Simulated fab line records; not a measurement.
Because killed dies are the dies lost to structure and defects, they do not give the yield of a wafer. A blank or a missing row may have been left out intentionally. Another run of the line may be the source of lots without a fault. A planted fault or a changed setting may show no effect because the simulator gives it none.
Comparing a struck lot with a sound one | flow nand-harc | 14 steps out of a route of 1302
Sound: these wafers, L207.2, L207.4, L207.5. Wafers L225.1, L225.3, L225.5 were the ones struck. The cause comes at the end.
Per side, at each step with rows, come the tool, then ch with its chambers, and then its first start. Under that, the readings that differ: sound wafers | struck wafers | difference of the means | sigmas: that difference in standard deviations of wafers without a fault.
alike: readings whose means differ by less than 2 such deviations, and words and numbers that are the same on both sides. not compared: withheld readings, readings that some wafer has no value for, bounds like >300 that may hide the same value, and numbers for which the record gives no deviation and whose values overlap.
A row with sigmas, a row that says differs or no value, or rows on one side alone: a step with any of these is where the two part. Numbers that don't overlap but have no deviation are shown without sigmas and don't part them. Lack of a reading on every wafer of one side parts them only where that side has two or more wafers.

NHARC_P_M0_CMP_23: polishes, t overpolish 20 s, target thk 117.54 nm.
  sound on cmp-01 ch 2,3, day 5 23:47; struck on cmp-02 ch 0,1,2, day 14 02:27
  alike: motor-current-A, time-to-endpoint-s
NHARC_P_M0_THK_MEAS_24: measures by xrf.
  sound on film-metro-02 at day 6 00:05; struck on film-metro-02 at day 14 02:44
  alike: thk-nm
then, 1 step without rows for these wafers: NHARC_P_M0_SRD_25.
NHARC_P_M0_INSPECT_27:
  sound on defect-inspect-01 at day 6 00:23; struck on defect-inspect-02 at day 14 02:53
  alike: raw-defect-count
NHARC_P_M0_PRE_CLEAN_31: time 12 s.
  sound on pecvd-02 ch 0,1,2, day 6 00:28; struck on pecvd-03 ch 1,2, day 14 03:08
  alike: heater-power-w, rf-fwd-power-W
NHARC_P_M0_DEP_32: deposits SiCN, target thk 30 nm.
  sound on pecvd-02 ch 0,1,2, day 6 00:32; struck on pecvd-03 ch 1,2, day 14 03:14
  alike: heater-power-w, rf-fwd-power-W
then, 5 steps without rows for these wafers: NHARC_P_M1_DEP_00 (deposits SiOC, target thk 182.5 nm); NHARC_P_M1_DEHYDRATE_01 (time 120 s); NHARC_P_M1_HMDS_02 (time 30 s); NHARC_P_M1_COAT_34 (time 65 s); NHARC_P_M1_COAT_03 (resist thk 90 nm).
NHARC_P_M1_SOFTBAKE_04: time 55 s.
  sound on litho-track-06 ch 0, day 6 01:00; struck on litho-track-06 ch 0, day 14 04:00
  reading                  | sound                | struck               | difference | sigmas
  heater-power-total-W (W) | 188.34 188.37 188.28 | 178.00 177.96 177.96 | -10.36     | -80
then, 1 step without rows for these wafers: NHARC_P_M1_EBR_05.
-- record jumps: 18 days between struck wafers' starts before vs after; left off in module P_M1, resumes in module END, first step shown is number 1302 of the route --
NHARC_END_SORT_01:
  the record has rows for the struck wafers here (prober-02 ch 0, day 32 07:58) and none for the sound ones

WHERE THEY PART
First at NHARC_P_M1_SOFTBAKE_04; last, within this record, at NHARC_END_SORT_01.

WHY: the cause the simulator had injected
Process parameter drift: litho-track-06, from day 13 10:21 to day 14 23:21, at NHARC_P_M1_SOFTBAKE_04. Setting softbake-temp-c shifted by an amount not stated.
